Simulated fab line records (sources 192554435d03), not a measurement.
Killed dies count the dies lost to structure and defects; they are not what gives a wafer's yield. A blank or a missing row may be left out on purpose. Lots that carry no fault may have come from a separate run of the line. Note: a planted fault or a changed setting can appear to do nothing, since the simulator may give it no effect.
Matching of chambers    flow n5 finfet    N5_BEOL_M3_ETCH_77 on rie diel-02: 4 sister chambers
The step etches underlayer in N2/H2, target depth 6.5 nm, time 5.2 s. 24 wafers are shown with their chamber, then 12 later ones without.

== EACH WAFER AND ITS CHAMBER ==
wafer   chamber  drypump motor current A (A)  throttle valve pct (%)  showerhead plenum p Torr (Torr)
L077.3  1        5.7                          17.82                   2.46
L077.4  3        5.4                          18.25                   2.57
L077.6  2        6.5                          17.88                   2.52
L079.2  3        5.4                          18.28                   2.56
L079.4  1        5.7                          17.81                   2.46
L079.6  0        5.4                          17.50                   2.51
L083.1  1        5.7                          17.82                   2.45
L083.3  0        5.4                          17.50                   2.50
L083.5  2        6.4                          17.88                   2.52
L085.1  3        5.4                          18.26                   2.56
L085.4  2        6.4                          17.90                   2.52
L085.5  0        5.4                          17.51                   2.50
L088.2  2        6.5                          17.91                   2.52
L088.4  1        5.7                          17.84                   2.45
L088.6  2        6.4                          17.89                   2.52
L086.2  0        5.4                          17.49                   2.50
L086.5  0        5.4                          17.51                   2.50
L086.6  1        5.7                          17.83                   2.45
L087.1  0        5.4                          17.52                   2.50
L087.4  1        5.7                          17.85                   2.45
L087.5  2        6.5                          17.93                   2.52
L089.2  2        6.5                          17.90                   2.51
L089.4  3        5.4                          18.27                   2.56
L089.6  0        5.4                          17.50                   2.50

SIGNATURES (averages over the wafers above)
reading                   chamber 0  chamber 1  chamber 2  chamber 3  scatter within a chamber
drypump motor current A   5.400      5.700      6.457      5.400      0.0293
throttle valve pct        17.5043    17.8283    17.8986    18.2650    0.0142
showerhead plenum p Torr  2.5014     2.4533     2.5186     2.5625     0.00436
Rule: for each reading, subtract the chamber's mean from the wafer's reading, divide by that reading's scatter and square the result; add these up over the readings and take the root, which gives the wafer's distance from the chamber. If the next closest chamber is less than 2 further off than the closest, the wafer can't be placed; otherwise it belongs to the closest. The scatter: take each reading less its chamber's mean, square it, sum over the shown wafers, divide by the number of wafers less the number of chambers, and take the root.

== WAFERS WHOSE CHAMBER IS MISSING ==
wafer   drypump motor current A (A)  throttle valve pct (%)  showerhead plenum p Torr (Torr)
L090.3  5.7                          17.84                   2.45
L090.5  5.4                          18.29                   2.56
L090.6  6.5                          17.90                   2.51
L093.2  5.4                          18.30                   2.55
L093.4  5.7                          17.84                   2.45
L093.5  6.4                          17.92                   2.51
L096.1  6.5                          17.94                   2.51
L096.2  5.7                          17.86                   2.44
L096.3  5.4                          17.50                   2.49
L097.1  5.7                          17.86                   2.44
L097.2  6.5                          17.93                   2.51
L097.6  6.4                          17.91                   2.51

== THE CHAMBER EACH PASSED THROUGH ==
wafer   from the rows above  in truth
L090.3  1                    1
L090.5  3                    3
L090.6  2                    2
L093.2  3                    3
L093.4  1                    1
L093.5  2                    2
L096.1  2                    2
L096.2  1                    1
L096.3  0                    0
L097.1  1                    1
L097.2  2                    2
L097.6  2                    2
12 of 12 placed correctly. From these rows, 0 cannot be placed. Placed wrongly: 0.
